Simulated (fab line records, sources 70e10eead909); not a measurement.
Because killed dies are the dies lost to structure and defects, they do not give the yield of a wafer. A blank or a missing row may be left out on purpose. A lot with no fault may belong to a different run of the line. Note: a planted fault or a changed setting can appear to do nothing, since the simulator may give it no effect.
fab line records    flow nand_harc
record: lots: 12  wafers: 34  last_day: 34
route steps=1302 shown A_CHANNEL_HOLE_D1@484 A_CHANNEL_FILL_D1@501 A_DECK1_JOINT@539 A_ONON_D2@551 END@1302
lots that met no fault: taken from a fault-free run of the same line
start_h: the number of hours between the record's first day and the start of the first shown wafer of the lot    wait_h: hours from the lot's prior step to this one    " the same as in the row above    L1.1+2: a single row standing in for several wafers    - no value present, or no start provided    * or withheld: withheld    < > ~ a bound
route shown NAME@n: NAME is a module with steps in the file, n the number in the route of the first one    usual: mean and standard deviation over wafers with no fault    same: alike in all rows    chamber/n: place in a boat    sites: readings site by site    _std_site: standard deviation of those values    _edge_site: mean of outer sites minus mean of inner sites    radius_mm: how far each site lies from the wafer's centre    mask NAME#n: copy n    behind: the tool/chamber that last shaped the wafer    hold: why the lot was held/for how many hours/how that ended    device: the transistor (n, p or np) that didn't switch    end of line: the tests these same wafers got at the end of their route    for a step that has no rows: nothing shown but its recipe    killed: dies that structure and defects cost at the first sort, which is not the same as the wafer's yield    map: shows each die of a wafer: x if killed, . if not, _ if none is there
set.NAME: the setting the step ran with; set.NAME@STEP: the setting that earlier step ran with    model.NAME: the simulator's own value behind a step, which no gauge read
one table for each step of the route and one row for each wafer, over a sample of lots
services: when a tool's chamber went out of use (start_h, in hours from the record's first day, below 0 if earlier), for how many hours, and the reason
== steps ==
step: NHARC_A_CHANNEL_HOLE_D1_STRIP_27
recipe: o2_flow_sccm: 500  ar_flow_sccm: 0  bias_w: 0  chemistry: O2
usual: chamber_pressure_mTorr: 60.00/0.063  drypump_motor_current_A: 5.9/0.44  oes_product_au: 1.002/0.01  rf_vpp_V: 57.6/0.82  showerhead_plenum_p_Torr: 3.46/0.084  throttle_valve_pct: 17.036/0.0084
lot.wafer  tool         chamber  start_h  wait_h  chamber_pressure_mTorr  drypump_motor_current_A  oes_product_au  rf_hours_counter_h  rf_vpp_V  showerhead_plenum_p_Torr  throttle_valve_pct
L106.4     rie_diel-01  3        -        -       60.02                   6.4                      1.004           50                  57.0      3.52                      17.035
L106.3     "            0        "        "       60.04                   6.7                      1.014           58                  56.8      3.36                      17.045
L106.6     "            3        "        "       60.01                   6.3                      1.010           -                   56.6      3.52                      17.034
L107.4     rie_diel-07  0        -        -       60.05                   6.0                      0.992           8                   57.2      3.58                      17.039
L107.2     "            2        "        "       60.05                   5.4                      0.997           8                   58.3      3.38                      17.035
L107.5     "            3        "        "       60.13                   6.4                      0.986           -                   57.3      3.44                      17.042
L109.1     rie_diel-04  0        -        -       59.97                   5.4                      0.991           11                  57.6      3.50                      17.033
L109.2     "            1        "        "       60.08                   5.6                      1.011           13                  58.8      3.47                      17.019
L109.3     "            3        "        "       59.94                   6.6                      0.999           10                  56.8      3.31                      17.040
L110.2     rie_diel-07  3        -        -       59.95                   6.4                      0.992           9                   57.0      3.44                      17.056
L110.4     "            0        "        "       59.93                   6.0                      0.996           10                  58.2      3.58                      17.053
L110.5     "            2        "        "       60.01                   5.4                      1.016           -                   56.5      3.38                      17.036
L116.3     rie_diel-07  0        -        -       60.03                   6.0                      0.999           14                  58.8      3.58                      17.043
L116.6     "            1        "        "       60.02                   5.9                      1.022           -                   56.9      3.43                      17.039
L116.5     "            2        "        "       60.01                   5.4                      1.003           -                   57.2      3.38                      17.035
L115.4     rie_diel-04  3        -        -       60.10                   6.5                      0.994           33                  57.8      3.30                      17.034
L115.2     "            1        "        "       60.09                   5.6                      0.993           40                  57.8      3.46                      17.051
L115.6     "            3        "        "       60.00                   6.6                      1.003           -                   57.3      3.30                      17.039
L120.1     rie_diel-07  2        -        -       60.00                   5.4                      1.000           1                   57.8      3.38                      17.019
L120.5     "            2        "        "       60.01                   5.4                      1.001           -                   56.4      3.38                      17.035
L120.6     "            3        "        "       59.99                   6.4                      0.994           -                   56.9      3.44                      17.039
L119.2     rie_diel-01  0        -        -       60.04                   6.7                      0.989           34                  56.4      3.34                      17.046
L119.1     "            1        "        "       60.00                   6.1                      0.994           35                  57.3      3.51                      17.039
L119.4     "            3        "        "       59.88                   6.3                      1.003           34                  58.5      3.50                      17.041
L118.3     rie_diel-07  3        -        -       60.07                   6.4                      1.007           1                   58.0      3.44                      17.045
L118.2     "            0        "        "       59.99                   6.0                      1.011           2                   56.4      3.57                      17.027
L118.5     "            2        "        "       60.01                   5.4                      1.004           -                   57.8      3.38                      17.033
L122.1     rie_diel-07  0        -        -       59.90                   6.0                      1.010           3                   57.9      3.57                      17.033
L122.4     "            0        "        "       60.07                   6.0                      1.015           -                   58.2      3.57                      17.029
L123.4     rie_diel-04  2        -        -       59.92                   5.2                      1.008           5                   59.7      3.59                      17.038
L123.1     "            0        "        "       59.96                   5.5                      0.992           3                   58.3      3.47                      17.035
L128.4     rie_diel-07  2        -        -       59.97                   5.4                      1.009           9                   56.8      3.37                      17.045
L128.3     "            3        "        "       59.94                   6.4                      1.022           8                   57.5      3.43                      17.032
L128.2     "            1        "        "       59.97                   6.0                      1.005           11                  57.6      3.42                      17.024
step: NHARC_A_CHANNEL_FILL_D1_STRIP_28
recipe: time_s: 20  o2_flow_sccm: 500  ar_flow_sccm: 0  bias_w: 0  chemistry: O2
usual: chamber_pressure_mTorr: 60.00/0.057  drypump_motor_current_A: 5.5/0.36  oes_product_au: 0.995/0.0089  rf_vpp_V: 57.7/0.88  showerhead_plenum_p_Torr: 3.52/0.18  throttle_valve_pct: 17.035/0.0085
lot.wafer  tool         chamber  start_h  wait_h  chamber_pressure_mTorr  drypump_motor_current_A  oes_product_au  rf_hours_counter_h  rf_vpp_V  showerhead_plenum_p_Torr  throttle_valve_pct
L106.4     rie_diel-03  3        218.49   0.1     59.96                   5.8                      1.009           -                   56.8      3.31                      17.034
L106.3     "            2        "        "       59.94                   5.6                      1.005           -                   56.4      3.42                      17.028
L106.6     "            2        "        "       59.98                   5.6                      1.016           -                   57.7      3.42                      17.029
L107.2     rie_diel-02  0        242.61   0.1     60.08                   5.1                      1.001           0.5                 57.1      3.70                      17.024
L107.4     "            1        "        "       59.98                   5.2                      0.989           0.5                 59.7      3.68                      17.034
L107.5     "            0        "        "       60.00                   5.1                      1.007           -                   57.9      3.70                      17.051
L109.2     rie_diel-02  0        250.87   0.1     60.02                   5.1                      0.997           0.7                 57.7      3.70                      17.045
L109.3     "            2        "        "       60.00                   5.7                      0.991           0.9                 60.3      3.73                      17.027
L109.1     "            3        "        "       59.93                   5.8                      0.988           0.8                 57.4      3.79                      17.034
L110.4     rie_diel-03  0        262.74   0.1     60.08                   5.3                      0.989           6.9                 57.7      3.30                      17.040
L110.2     "            1        "        "       60.01                   6.1                      0.988           7.7                 58.0      3.66                      17.036
L110.5     "            3        "        "       60.01                   5.8                      0.989           -                   57.3      3.31                      17.031
L116.3     rie_diel-13  1        315.88   0.1     60.00                   5.4                      0.996           9.6                 58.1      3.33                      17.042
L116.5     "            1        "        "       60.02                   5.4                      1.004           -                   57.7      3.33                      17.035
L116.6     "            2        "        "       60.00                   5.0                      0.993           -                   56.8      3.36                      17.044
L115.2     rie_diel-02  1        315.90   0.1     59.95                   5.2                      0.980           4.4                 57.5      3.67                      17.042
L115.4     "            1        "        "       59.95                   5.2                      0.979           -                   57.7      3.67                      17.039
L115.6     "            0        "        "       59.95                   5.1                      1.003           -                   58.5      3.70                      17.033
L120.1     rie_diel-03  0        353.16   0.1     60.00                   5.3                      1.014           3.3                 58.2      3.30                      17.030
L120.6     "            1        "        "       59.94                   6.1                      0.985           -                   59.9      3.66                      17.036
L120.5     "            2        "        "       60.03                   5.6                      1.001           -                   57.8      3.42                      17.029
L119.2     rie_diel-02  2        353.17   0.1     60.04                   5.7                      0.986           5.0                 58.4      3.73                      17.027
L119.1     "            0        "        "       60.13                   5.1                      1.002           5.7                 58.2      3.69                      17.027
L119.4     "            0        "        "       60.08                   5.1                      1.005           -                   56.9      3.69                      17.052
L118.3     rie_diel-13  2        356.34   0.1     59.96                   5.1                      1.008           0.5                 57.9      3.36                      17.031
L118.2     "            3        "        "       59.97                   6.2                      1.000           0                   57.2      3.32                      17.042
L118.5     "            3        "        "       59.96                   6.2                      1.004           -                   56.4      3.31                      17.042
L122.1     rie_diel-13  2        382.14   0.1     59.96                   5.1                      1.011           3.3                 57.7      3.36                      17.038
L122.4     "            0        "        "       60.01                   5.5                      1.010           -                   56.7      3.42                      17.042
L123.1     rie_diel-03  2        402.79   0.1     59.97                   5.5                      0.981           4.6                 57.6      3.42                      17.039
L123.4     "            2        "        "       59.98                   5.6                      0.984           -                   57.7      3.42                      17.050
L128.3     rie_diel-13  1        442.10   0.1     59.88                   5.4                      0.984           1.0                 58.3      3.33                      17.038
L128.2     "            2        "        "       60.09                   5.1                      1.005           8.4                 57.1      3.36                      17.037
L128.4     "            3        "        "       60.05                   6.3                      0.988           6.5                 56.6      3.31                      17.033
step: NHARC_A_DECK1_JOINT_CMP_02
recipe: material: SiOx
usual: motor_current_A: 12.1/1.3  slurry_flow_ml_min: 150.1/0.48
lot.wafer  tool    chamber  start_h  wait_h  motor_current_A  slurry_flow_ml_min
L106.4     cmp-03  1        275.42   0.4     10.6             150.1
L106.3     "       2        "        "       9.7              149.2
L106.6     "       0        "        "       11.0             149.4
L107.4     cmp-01  2        297.82   0.4     13.5             150.3
L107.2     "       0        "        "       12.9             149.8
L107.5     "       3        "        "       13.0             149.5
L109.2     cmp-01  1        307.66   0.4     12.6             150.9
L109.1     "       2        "        "       14.2             150.4
L109.3     "       3        "        "       12.6             150.2
L110.2     cmp-04  2        341.53   0.4     13.3             149.3
L110.4     "       1        "        "       14.4             149.9
L110.5     "       3        "        "       12.5             150.7
L116.3     cmp-01  2        377.11   0.4     13.5             149.6
L116.6     "       1        "        "       13.2             150.4
L116.5     "       2        "        "       13.2             149.5
L115.4     cmp-03  1        377.11   0.4     11.5             149.8
L115.2     "       3        "        "       11.8             149.2
L115.6     "       1        "        "       10.8             150.0
L119.1     cmp-03  2        411.73   0.4     10.7             150.2
L119.2     "       3        "        "       12.5             149.5
L119.4     "       1        "        "       10.5             150.8
L118.3     cmp-01  1        411.73   0.4     12.7             149.3
L118.2     "       0        "        "       12.8             149.6
L118.5     "       2        "        "       14.1             149.7
L120.1     cmp-04  3        411.73   0.4     11.8             150.5
L120.5     "       3        "        "       12.2             150.4
L120.6     "       0        "        "       13.1             150.8
L122.1     cmp-03  0        441.39   0.4     10.7             150.0
L122.4     "       2        "        "       10.1             149.8
L123.4     cmp-03  0        461.60   0.4     10.5             150.3
L123.1     "       1        "        "       10.7             150.3
L128.2     cmp-04  3        500.69   0.4     11.7             150.0
L128.4     "       0        "        "       12.5             150.7
L128.3     "       1        "        "       14.6             151.2
step: NHARC_A_ONON_D2_DEP_09
recipe: target_thk_a: 10000  n2_flow_sccm: 2750  n2o_flow_sccm: 2000  nh3_flow_sccm: 500  sih4_flow_sccm: 210  temp_c: 400
lot.wafer   tool           chamber  start_h  wait_h
L106.3+4+6  pecvd_onon-02  0        278.18   0.2
L107.2+4+5  pecvd_onon-01  0        300.39   0.1
L109.1+2+3  pecvd_onon-01  0        310.12   0.1
L110.2+4+5  pecvd_onon-04  0        344.39   0.1
L116.3+5+6  pecvd_onon-02  0        379.81   0.2
L115.2+4+6  pecvd_onon-01  0        379.93   0.1
L119.1+2+4  pecvd_onon-01  0        414.34   0.1
L118.2+3+5  pecvd_onon-02  0        414.47   0.1
L120.1+5+6  pecvd_onon-04  0        414.55   0.1
L122.1+4    pecvd_onon-01  0        443.83   0.1
L123.1+4    pecvd_onon-01  0        464.03   0.1
L128.2+3+4  pecvd_onon-02  0        504.19   0.5
step: NHARC_A_ONON_D2_THK_MEAS_11
recipe: thk_meas_gauge: ellipsometry
usual: thk_nm: 1001/9.2
lot.wafer  tool           chamber  start_h  wait_h  thk_nm
L106.3     film_metro-01  -        278.58   -       1015
L106.4     "              -        "        "       1013
L106.6     "              -        "        "       1012
L107.2     film_metro-02  -        300.84   -       1003
L107.4     "              -        "        "       1003
L107.5     "              -        "        "       1003
L109.1     film_metro-01  -        310.63   -       999
L109.2     "              -        "        "       999
L109.3     "              -        "        "       997
L110.2     film_metro-01  -        344.84   -       983
L110.4     "              -        "        "       984
L110.5     "              -        "        "       983
L116.3     film_metro-01  -        380.21   -       997
L116.5     "              -        "        "       998
L116.6     "              -        "        "       998
L115.2     film_metro-01  -        380.38   -       1007
L115.4     "              -        "        "       1009
L115.6     "              -        "        "       1007
L119.1     film_metro-02  -        414.85   -       995
L119.2     "              -        "        "       996
L119.4     "              -        "        "       996
L118.2     film_metro-01  -        414.92   -       983
L118.3     "              -        "        "       987
L118.5     "              -        "        "       986
L120.1     film_metro-01  -        415.07   -       1021
L120.5     "              -        "        "       1020
L120.6     "              -        "        "       1019
L122.1     film_metro-01  -        444.34   -       649
L122.4     "              -        "        "       651
L123.1     film_metro-01  -        464.54   -       667
L123.4     "              -        "        "       668
L128.2     film_metro-02  -        504.65   -       999
L128.3     "              -        "        "       999
L128.4     "              -        "        "       999
step: NHARC_END_SORT_01
recipe: temp_c: 25
usual: killed_at_array: 62/22  killed_at_other: 1.0/1.4  killed_at_periphery: 4.2/2.8  killed_dies: 67/23  killed_open: 3.1/1.7  killed_short: 2.1/1.5
same: gross_dies: 677
lot.wafer  tool       chamber  start_h  wait_h  killed_at_array  killed_at_other  killed_at_periphery  killed_dies  killed_open  killed_short
L122.1     prober-01  0        731.63   2.5     675              0                2                    677          3            2
L122.4     prober-01  0        734.02   3.4     676              0                1                    677          5            0
L123.1     prober-01  0        748.60   2.5     668              0                9                    677          3            2
L123.4     prober-01  0        750.98   3.4     669              0                8                    677          3            1
killed by level:class
L122.1 A_ONON_D2:area_dep=642 A_CHANNEL_HOLE_D1:chamber_film_flake=12 A_SLIT:chamber_film_flake=5 A_CONTACT:chamber_film_flake=3 P_ZERO_WELL:chamber_film_flake=2 A_DECK1_JOINT:chamber_film_flake=2 A_CHANNEL_FILL_D2:chamber_film_flake=2 A_STAIRCASE:chamber_film_flake=2
L122.4 A_ONON_D2:area_dep=644 A_CHANNEL_HOLE_D1:chamber_film_flake=12 A_SLIT:chamber_film_flake=6 A_STAIRCASE:chamber_film_flake=3 A_CONTACT:chamber_film_flake=3 A_M0:geometric_particle:open=2 A_CHANNEL_HOLE_D1:geometric_particle:open=1 A_SLIT:geometric_particle:open=1
L123.1 A_ONON_D2:area_dep=549 A_SLIT:chamber_film_flake=37 A_CHANNEL_HOLE_D1:chamber_film_flake=30 A_CHANNEL_HOLE_D2:chamber_film_flake=26 A_STAIRCASE:chamber_film_flake=10 A_CONTACT:chamber_film_flake=6 P_STI:chamber_film_flake=5 A_WL_FILL:chamber_film_flake=5
L123.4 A_ONON_D2:area_dep=565 A_CHANNEL_HOLE_D1:chamber_film_flake=32 A_SLIT:chamber_film_flake=24 A_CHANNEL_HOLE_D2:chamber_film_flake=22 A_CONTACT:chamber_film_flake=12 A_STAIRCASE:chamber_film_flake=9 P_M2:chamber_film_flake=3 A_CONTACT:geometric_particle:open=2
== services ==
tool           chamber  start_h  hours  kind
rie_diel-02    -        169.92   1.4    repair
cmp-01         -        174.17   0.6    repair
cmp-03         -        181.31   0.5    repair
pecvd_onon-02  -        185.26   13.0   pm
cmp-01         -        185.52   4.0    pm
rie_diel-02    -        190.05   2.5    repair
rie_diel-07    3        191.34   11.0   repair
rie_diel-02    -        216.76   9.0    pm
rie_diel-07    1        246.76   2.4    repair
cmp-01         -        251.75   0.5    repair
cmp-03         -        260.00   4.0    pm
pecvd_onon-01  -        269.00   13.0   pm
rie_diel-07    -        294.41   9.0    pm
cmp-03         -        306.27   0.2    repair
rie_diel-07    3        350.42   9.2    repair
cmp-03         -        358.00   4.0    pm
rie_diel-07    2        369.73   4.6    repair
cmp-03         -        393.72   2.5    repair
rie_diel-07    -        410.13   0.6    repair
pecvd_onon-01  -        439.15   2.5    repair
pecvd_onon-01  -        450.00   13.0   pm
cmp-03         -        456.04   4.0    pm
rie_diel-07    -        471.41   9.0    pm
cmp-03         -        492.90   1.2    repair
== key ==
first_sign: step: NHARC_A_ONON_D2_THK_MEAS_11  reading: thk_nm  direction: down  sigmas: 37  usual: 1001  struck: 659
effect: step: NHARC_END_SORT_01  reading: killed_at_array  direction: up  sigmas: 27  usual: 62  struck: 672
more_kills_born_at: NHARC_A_ONON_D2_DEP_09@pecvd_onon-01: 2400
met_at NHARC_A_ONON_D2_DEP_09
struck_lots L122,L123
struck_wafers L122.1,L122.4,L123.1,L123.4
later_rows_left_out L122.1,L122.4,L123.1,L123.4
tester_left_out L122,L123
not_acting_at NHARC_A_CHANNEL_HOLE_D1_STRIP_27,NHARC_A_CHANNEL_FILL_D1_STRIP_28,NHARC_A_DECK1_JOINT_CMP_02
onset_between 414.34 443.83
fault: kind: process_parameter_drift  tool: pecvd_onon-01  chamber: -  onset_h: 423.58  steps: NHARC_A_ONON_D2_DEP_09  channel: target_thk_a  offset: *  shape: step  end_h: 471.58  scope: struck_wafers_only  acts_in: *  stated: *
tester_left_out: of these lots the tester's yield and bins aren't shown, on N5 and GAA mostly nor the transistor test; their killed dies are dies lost to structure and defects alone, not to doping, threshold or leakage, so they don't give the yield
later_rows_left_out: the simulator's readings of these wafers behind a module that went badly wrong aren't trusted and aren't shown, but for the sort
